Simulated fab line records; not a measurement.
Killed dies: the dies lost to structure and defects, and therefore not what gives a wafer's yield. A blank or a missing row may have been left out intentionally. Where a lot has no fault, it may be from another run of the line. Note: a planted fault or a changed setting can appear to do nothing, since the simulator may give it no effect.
Chamber matching / flow n5_finfet / N5_BEOL_M5_STRIP_36 on rie_diel-04 has 4 sister chambers
The step strips in N2/H2. 8 wafers are shown with their chamber, then 9 later ones without.

## WAFERS PAIRED WITH THEIR CHAMBERS
wafer=L078.5; chamber=3; showerhead_plenum_p_Torr (Torr)=2.34; drypump_motor_current_A (A)=5.65
wafer=L081.5; chamber=3; showerhead_plenum_p_Torr (Torr)=2.33; drypump_motor_current_A (A)=5.61
wafer=L082.1; chamber=0; showerhead_plenum_p_Torr (Torr)=2.41; drypump_motor_current_A (A)=5.44
wafer=L082.4; chamber=2; showerhead_plenum_p_Torr (Torr)=2.60; drypump_motor_current_A (A)=6.04
wafer=L082.6; chamber=1; showerhead_plenum_p_Torr (Torr)=2.60; drypump_motor_current_A (A)=6.16
wafer=L085.1; chamber=2; showerhead_plenum_p_Torr (Torr)=2.60; drypump_motor_current_A (A)=6.03
wafer=L085.2; chamber=1; showerhead_plenum_p_Torr (Torr)=2.60; drypump_motor_current_A (A)=6.17
wafer=L085.3; chamber=0; showerhead_plenum_p_Torr (Torr)=2.40; drypump_motor_current_A (A)=5.44

## WAFERS MISSING THEIR CHAMBER
wafer=L087.2; showerhead_plenum_p_Torr (Torr)=2.33; drypump_motor_current_A (A)=5.61
wafer=L087.3; showerhead_plenum_p_Torr (Torr)=2.59; drypump_motor_current_A (A)=6.07
wafer=L087.4; showerhead_plenum_p_Torr (Torr)=2.33; drypump_motor_current_A (A)=5.65
wafer=L088.3; showerhead_plenum_p_Torr (Torr)=2.33; drypump_motor_current_A (A)=5.65
wafer=L088.4; showerhead_plenum_p_Torr (Torr)=2.59; drypump_motor_current_A (A)=6.19
wafer=L088.5; showerhead_plenum_p_Torr (Torr)=2.59; drypump_motor_current_A (A)=6.06
wafer=L094.2; showerhead_plenum_p_Torr (Torr)=2.59; drypump_motor_current_A (A)=6.04
wafer=L094.3; showerhead_plenum_p_Torr (Torr)=2.59; drypump_motor_current_A (A)=6.18
wafer=L094.5; showerhead_plenum_p_Torr (Torr)=2.40; drypump_motor_current_A (A)=5.47

## THE CHAMBER EACH PASSED THROUGH
wafer=L087.2; from the rows above=3; in truth=3
wafer=L087.3; from the rows above=2; in truth=2
wafer=L087.4; from the rows above=3; in truth=3
wafer=L088.3; from the rows above=3; in truth=3
wafer=L088.4; from the rows above=1; in truth=1
wafer=L088.5; from the rows above=2; in truth=2
wafer=L094.2; from the rows above=2; in truth=2
wafer=L094.3; from the rows above=1; in truth=1
wafer=L094.5; from the rows above=0; in truth=0
9 of 9 placed correctly. Not placeable from these rows: 0. Wrongly placed: 0.
How it was worked out, from the rows above alone: a wafer's distance from a chamber is the root of the sum, over the readings, of the square of ((its reading less the chamber's mean) divided by the reading's scatter). The wafer belongs to the nearest chamber; if the next one is less than 2 further off, it can't be placed. For every chamber, the mean is computed from those of its wafers that are shown. The scatter: the root of (the sum of the squares of (reading less its chamber's mean) over the shown wafers, divided by (wafers less chambers)).
